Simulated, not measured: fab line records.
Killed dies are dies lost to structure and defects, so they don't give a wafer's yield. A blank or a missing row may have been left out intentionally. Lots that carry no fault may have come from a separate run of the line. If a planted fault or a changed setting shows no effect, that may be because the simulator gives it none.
Chamber matching -- flow nand_harc -- NHARC_A_CONTACT_ETCH_90 on rie_diel-10 has 4 sister chambers
The step etches the open film in CH3F/O2, target depth 40 nm, time 85.7 s. 36 wafers are shown with their chamber, then 12 later ones without.

== WAFERS PAIRED WITH THEIR CHAMBERS ==
wafer,chamber,showerhead_plenum_p_Torr (Torr),drypump_motor_current_A (A),rf_vpp_V (V)
L074.4,1,2.53,5.64,244.3
L074.5,3,2.34,5.82,243.9
L074.6,2,2.29,5.88,241.6
L075.3,1,2.53,5.65,245.7
L075.4,3,2.34,5.85,244.1
L075.6,2,2.29,5.89,241.1
L076.1,2,2.29,5.89,239.9
L076.2,1,2.53,5.60,243.5
L076.6,2,2.29,5.88,242.3
L078.3,3,2.34,5.79,244.2
L078.4,0,2.33,5.67,242.8
L078.5,2,2.28,5.92,242.1
L079.2,2,2.28,5.87,243.4
L079.4,3,2.34,5.80,241.9
L079.5,1,2.53,5.61,244.5
L080.1,2,2.28,5.90,241.0
L080.2,0,2.33,5.61,242.4
L080.3,1,2.53,5.62,244.4
L082.3,0,2.32,5.63,242.6
L082.4,1,2.53,5.62,244.8
L082.5,2,2.28,5.88,241.7
L081.1,0,2.32,5.67,243.6
L081.3,2,2.28,5.90,242.0
L081.5,1,2.53,5.61,245.1
L085.2,0,2.32,5.60,243.1
L085.5,2,2.28,5.87,241.9
L085.6,1,2.53,5.65,246.7
L087.3,3,2.34,5.80,243.0
L087.5,0,2.32,5.63,242.6
L087.6,3,2.34,5.78,243.7
L090.3,3,2.34,5.82,242.8
L090.4,1,2.52,5.64,245.9
L090.6,2,2.28,5.86,241.7
L091.1,0,2.32,5.56,242.6
L091.2,2,2.28,5.91,241.4
L091.4,1,2.52,5.62,246.1

SIGNATURES, as means of the wafers listed above
reading,chamber 0,chamber 1,chamber 2,chamber 3,scatter within a chamber
showerhead_plenum_p_Torr,2.3229,2.5280,2.2833,2.3400,0.00422
drypump_motor_current_A,5.6243,5.6260,5.8875,5.8086,0.0242
rf_vpp_V,242.814,245.100,241.675,243.371,0.823
Rule: a wafer's distance from a chamber is the root of the sum, over the readings, of the square of ((its reading less the chamber's mean) divided by the reading's scatter). The wafer belongs to the nearest chamber; if the next one is less than 2 further off, it can't be placed. The scatter: take each reading less its chamber's mean, square it, sum over the shown wafers, divide by the number of wafers less the number of chambers, and take the root.

== WAFERS MISSING THEIR CHAMBER ==
wafer,showerhead_plenum_p_Torr (Torr),drypump_motor_current_A (A),rf_vpp_V (V)
L089.1,2.52,5.62,245.4
L089.3,2.28,5.90,242.0
L089.5,2.33,5.85,243.1
L088.3,2.32,5.61,242.9
L088.4,2.28,5.90,243.1
L088.5,2.32,5.61,241.9
L094.1,2.52,5.61,247.1
L094.2,2.28,5.90,241.4
L094.3,2.32,5.62,241.7
L095.1,2.27,5.87,241.8
L095.4,2.31,5.59,242.6
L095.6,2.52,5.60,245.5

== THE CHAMBER EACH PASSED THROUGH ==
wafer,from the rows above,in truth
L089.1,1,1
L089.3,2,2
L089.5,3,3
L088.3,0,0
L088.4,2,2
L088.5,0,0
L094.1,1,1
L094.2,2,2
L094.3,0,0
L095.1,2,2
L095.4,0,0
L095.6,1,1
Correctly placed: 12 of 12. Can't be placed from these rows: 0. 0 placed wrongly.
